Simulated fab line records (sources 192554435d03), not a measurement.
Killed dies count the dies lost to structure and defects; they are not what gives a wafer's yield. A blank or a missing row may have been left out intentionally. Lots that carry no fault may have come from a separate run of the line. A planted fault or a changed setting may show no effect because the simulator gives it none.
A lot that was struck, set against a sound lot ; flow n5Finfet ; 39 out of 1938 route steps
Sound: these wafers, L592.1, L592.4, L592.6. Struck: wafers L579.1, L579.4, L579.5. The cause is named last.
For every step that has rows: the tool of each side, followed by ch and its chambers, followed by its first start. Under that, the readings that differ: sound wafers ; struck wafers ; difference of the means ; sigmas: that difference in standard deviations of wafers without a fault.
alike: a reading whose means differ by less than 2 such deviations, as well as words and numbers matching on both sides. not compared: withheld readings; readings where some wafer has no value; bounds like >300 that might hide an equal value; numbers whose values overlap and for which the record gives no deviation.
A row with sigmas, a row that says differs or no value, or rows on one side alone: a step with any of these is where the two part. Numbers that don't overlap but have no deviation are shown without sigmas and don't part them. Lack of a reading on every wafer of one side parts them only where that side has two or more wafers.

first, 9 steps without rows for these wafers: N5_BEOL_M13_SOFTBAKE_23 (time 60 s); N5_BEOL_M13_EXPOSE_25 (exposes mask M13, target cd 210 nm); N5_BEOL_M13_PEB_26 (peb time 90 s); N5_BEOL_M13_DEVELOP_27 (develop time 45 s); N5_BEOL_M13_HARDBAKE_32 (time 120 s); N5_BEOL_M13_DESCUM_33 (chemistry O2, time 7.9 s); N5_BEOL_M13_ETCH_67 (etches SiARC in CF4, target depth 143 nm, time 238.3 s); N5_BEOL_M13_ETCH_68 (etches SOC in N2/H2, time 355 s); N5_BEOL_M13_STRIP_69 (strips in N2/H2).
N5_BEOL_M13_TRENCH_ETCH_34: etches SiOC in C4F8/O2/Ar, target depth 413.47 nm, time 162.6 s.
  sound on rieDiel-06 ch 0,2,3, day 15 21:41; struck on rieDiel-05 ch 1,3, day 12 16:15
reading;sound;struck;difference;sigmas
model.etch.depthNm (nm);418.8 410.8 405.9;466.2 464.5 460.7;+52.0;
  alike: drypumpMotorCurrentA, heInnerTorr, oesProductAu, rfVppV, showerheadPlenumPTorr, throttleValvePct
  not compared: rfHoursCounterH
then, 1 step without rows for these wafers: N5_BEOL_M13_STRIP_70 (strips in C4F8/O2/Ar).
N5_BEOL_M13_OCD_MEAS_35:
  sound on ocd-01 at day 15 21:51; struck on ocd-02 at day 12 16:25
reading;sound;struck;difference;sigmas
trenchDepthNm (nm);418 411 406;466 464 461;+52;+8
then, 11 steps without rows for these wafers: N5_BEOL_M13_STRIP_37 (strips in N2/H2); N5_BEOL_M13_ETCH_38 (etches SiCN in CF4/N2, target depth 67.5 nm, time 71.9 s); N5_BEOL_M13_PRECLEAN_39 (cleans in residue remover, time 60 s); N5_BEOL_M13_SRD_40 (time 30 s, dry time 30 s); N5_BEOL_M13_DEGAS_41 (time 60 s); N5_BEOL_M13_PRE_CLEAN_42 (time 30 s); N5_BEOL_M13_SPUTTER_43 (material TaN, target thk 15 nm, time 24.19 s); N5_BEOL_M13_SPUTTER_44 (material Ta, target thk 10 nm, time 16.13 s); N5_BEOL_M13_SPUTTER_45 (material Cu, target thk 80 nm, time 13.33 s); N5_BEOL_M13_ECD_47 (material Cu, target thk 936 nm); N5_BEOL_M13_ANNEAL_48 (time 90 s).
N5_BEOL_M13_CMP_49: polishes, stops on SiOC, t overpolish 17.1 s, target thk 420 nm.
  sound on cmp-03 ch 2,3, day 16 01:05; struck on cmp-04 ch 0,1,3, day 12 19:49
reading;sound;struck;difference;sigmas
model.Cu_of_BEOL_M13_ECD_47.thkNm (nm);423.4 417.4 410;472.8 470.8 467.2;+53.3;
  alike: barrierFieldEndpointS, headPressurePsi, motorCurrentA, overpolishRunS
N5_BEOL_M13_THK_MEAS_50: measures by xrf.
  sound on filmMetro-01 at day 16 01:20; struck on filmMetro-02 at day 12 20:07
reading;sound;struck;difference;sigmas
M13_THK (nm);427 420 413;482 482 476;+60;+8
then, 2 steps without rows for these wafers: N5_BEOL_M13_PRE_CLEAN_52 (time 15 s); N5_BEOL_M13_DEP_53 (deposits SiCN from 3MS/NH3, target thk 50 nm, time 17.8 s).
N5_BEOL_M13_RS_MEAS_54: a four-point-probe measurement.
  sound on filmMetro-02 at day 16 01:28; struck on filmMetro-02 at day 12 20:14
reading;sound;struck;difference;sigmas
M13_RS (ohm/sq);0.0446 0.0453 0.0461;0.0398 0.0399 0.0403;-0.0053;-7
then, 9 steps without rows for these wafers: N5_BEOL_M14_ILD_DEP_00 (deposits SiO2 from TEOS/O2, target thk 1119.3 nm, time 237.4 s); N5_BEOL_M14_COAT_58 (time 60 s, resist thk 89 nm); N5_BEOL_M14_COAT_04 (resist thk 800 nm); N5_BEOL_M14_EBR_06; N5_BEOL_M14_SOFTBAKE_05 (time 60 s); N5_BEOL_M14_EXPOSE_07 (exposes mask V13); N5_BEOL_M14_PEB_08 (peb time 90 s); N5_BEOL_M14_DEVELOP_09 (develop time 45 s); N5_BEOL_M14_HARDBAKE_14 (time 120 s).
N5_BEOL_M15_RC_MEAS_101:
  sound on prober-02 ch 0, day 16 14:04; struck on prober-02 ch 0, day 13 08:50
reading;sound;struck;difference;sigmas
SERP_M13 (ohm/um);0.304 0.305 0.317;0.275 0.272 0.278;-0.034;-6
SERP_M13_max_site (ohm/um);0.308 0.311 0.321;0.278 0.274 0.282;-0.035;-6
  alike: etestTempC, COMB_M10, COMB_M11, COMB_M12, COMB_M13, COMB_M13_max_site, COMB_M14, COMB_M15, COMB_M15_max_site, COMB_M5, COMB_M6, COMB_M7, COMB_M8, COMB_M9, SERP_M10, SERP_M11, SERP_M11_max_site, SERP_M12, SERP_M14, SERP_M5, SERP_M6, SERP_M7, SERP_M7_max_site, SERP_M8, SERP_M9
after that, 1 step had no rows for these wafers: N5_PASSIVATION_PROBE_49.

## WHERE THEY PART
Earliest at N5_BEOL_M13_OCD_MEAS_35; latest, in this record, at N5_BEOL_M15_RC_MEAS_101.

WHY: the cause the simulator had injected
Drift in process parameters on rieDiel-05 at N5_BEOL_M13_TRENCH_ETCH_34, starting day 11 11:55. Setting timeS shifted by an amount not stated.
